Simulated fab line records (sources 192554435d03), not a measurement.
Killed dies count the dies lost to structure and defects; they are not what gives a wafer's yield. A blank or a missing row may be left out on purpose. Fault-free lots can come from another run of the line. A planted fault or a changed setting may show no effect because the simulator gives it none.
Split-lot experiment / flow n5Finfet / route with 1938 steps; 7 lots, 21 wafers read

## ABOUT THE SPLIT
At N5_WELL_APT_EXPOSE_05 (exposes mask NWELL, defocus 0 nm, target cd 200 nm), the setting doseMj was moved away from the recipe's 20.3 on 5 of the 21 wafers read, by -6.3% to +6.5%. This setting was run at the recipe's value on the other wafers.

## FROM THE SPLIT TO THE READING: what the file shows between them, 2 steps
- N5_WELL_APT_DEVELOP_07: develop time 45 s (also split here: developTimeS)
- N5_WELL_APT_HARDBAKE_12: time 120 s

## THE READING
cdNm (nm) at N5_WELL_APT_CD_MEAS_08, where the cd target is 200 nm. A value of 200.4 nm with a standard deviation of 1.3 nm is what fault-free wafers of this fab line usually give.

wafer=L075.2; tool, chamber at the split=krfScanner-01, 0; doseMj as run=20.3; against the recipe=recipe; cdNm, nm=200.4; against lot-mates on the recipe=-
wafer=L075.5; tool, chamber at the split=krfScanner-01, 0; doseMj as run=21.61; against the recipe=+6.5%; cdNm, nm=208.8; against lot-mates on the recipe=+8.4
wafer=L075.6; tool, chamber at the split=krfScanner-01, 0; doseMj as run=21.61; against the recipe=+6.5%; cdNm, nm=210.3; against lot-mates on the recipe=+9.9
wafer=L076.2; tool, chamber at the split=krfScanner-02, 0; doseMj as run=20.3; against the recipe=recipe; cdNm, nm=201.8; against lot-mates on the recipe=-
wafer=L076.4; tool, chamber at the split=krfScanner-02, 0; doseMj as run=20.3; against the recipe=recipe; cdNm, nm=198.5; against lot-mates on the recipe=-
wafer=L076.6; tool, chamber at the split=krfScanner-02, 0; doseMj as run=20.3; against the recipe=recipe; cdNm, nm=200.6; against lot-mates on the recipe=-
wafer=L084.3; tool, chamber at the split=krfScanner-02, 0; doseMj as run=20.3; against the recipe=recipe; cdNm, nm=199.9; against lot-mates on the recipe=-
wafer=L084.4; tool, chamber at the split=krfScanner-02, 0; doseMj as run=19.58; against the recipe=-3.5%; cdNm, nm=194.1; against lot-mates on the recipe=-4.8
wafer=L084.5; tool, chamber at the split=krfScanner-02, 0; doseMj as run=20.3; against the recipe=recipe; cdNm, nm=197.8; against lot-mates on the recipe=-
wafer=L088.3; tool, chamber at the split=krfScanner-02, 0; doseMj as run=20.3; against the recipe=recipe; cdNm, nm=201.3; against lot-mates on the recipe=-
wafer=L088.4; tool, chamber at the split=krfScanner-02, 0; doseMj as run=20.3; against the recipe=recipe; cdNm, nm=202.3; against lot-mates on the recipe=-
wafer=L088.5; tool, chamber at the split=krfScanner-02, 0; doseMj as run=21.33; against the recipe=+5.1%; cdNm, nm=209.5; against lot-mates on the recipe=+7.7
wafer=L091.3; tool, chamber at the split=krfScanner-02, 0; doseMj as run=20.3; against the recipe=recipe; cdNm, nm=200.8; against lot-mates on the recipe=-
wafer=L091.5; tool, chamber at the split=krfScanner-02, 0; doseMj as run=20.3; against the recipe=recipe; cdNm, nm=199.4; against lot-mates on the recipe=-
wafer=L091.6; tool, chamber at the split=krfScanner-02, 0; doseMj as run=20.3; against the recipe=recipe; cdNm, nm=199.9; against lot-mates on the recipe=-
wafer=L093.2; tool, chamber at the split=krfScanner-01, 0; doseMj as run=20.3; against the recipe=recipe; cdNm, nm=200.8; against lot-mates on the recipe=-
wafer=L093.3; tool, chamber at the split=krfScanner-01, 0; doseMj as run=20.3; against the recipe=recipe; cdNm, nm=200.0; against lot-mates on the recipe=-
wafer=L093.4; tool, chamber at the split=krfScanner-01, 0; doseMj as run=19.02; against the recipe=-6.3%; cdNm, nm=188.8; against lot-mates on the recipe=-11.6
wafer=L095.2; tool, chamber at the split=krfScanner-01, 0; doseMj as run=20.3; against the recipe=recipe; cdNm, nm=198.5; against lot-mates on the recipe=-
wafer=L095.3; tool, chamber at the split=krfScanner-01, 0; doseMj as run=20.3; against the recipe=recipe; cdNm, nm=199.4; against lot-mates on the recipe=-
wafer=L095.5; tool, chamber at the split=krfScanner-01, 0; doseMj as run=20.3; against the recipe=recipe; cdNm, nm=201.4; against lot-mates on the recipe=-

THE FIT
A straight line over all 21 wafers: cdNm changes by +1.63 nm for each +1% of doseMj; r = +0.97; the points scatter about the line by 1.2 nm.
The same after taking each lot's own level away (the mean of its wafers on the recipe; 21 wafers): +1.54 nm for each +1%; r = +0.97; scatter 1 nm.
The reading moves by 9.9 nm for the largest change in doseMj, on that fit.
From 198.85 to 201.80 nm: that is the span of the lots' own levels, equal to 2.3 times the standard deviation above.
Consequently the slope shifts little with the lot-to-lot level, the two slopes agreeing.
Check: +10.3 nm against its lot-mates is what the line predicts for one of the wafers moved furthest among these (+6.5%) when that wafer is left out of the fit. Against them it came out at +8.4 nm.

## THE OTHER SPLITS THESE WAFERS WENT THROUGH
Note: prior to the reading, these wafers also went through further splits. Each is held against what the fit with the lots' levels taken away leaves over:
other split on the same wafers=N5_WELL_APT_DEVELOP_07 developTimeS; wafers away from the commonest value=8; r with cdNm (lot level and that fit taken away)=-0.10

## THE WHOLE CHAIN: every reading that the file lists as answering this split, in the file's order
step=N5_WELL_APT_CD_MEAS_08; what it does=target cd 200 nm; reading=cdNm; change (the file's fit)=+1.57 nm for each +1% of the setting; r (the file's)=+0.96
step=N5_WELL_APT_DESCUM_13; what it does=chemistry O2, time 7.9 s; reading=WELL_APT.cdNm (the simulator's own value, which no gauge read); change (the file's fit)=+1.58 nm for each +1% of the setting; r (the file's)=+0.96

## THE FILE'S OWN FIT
cdNm changes by +1.57 nm for each +1% of doseMj, r = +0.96.
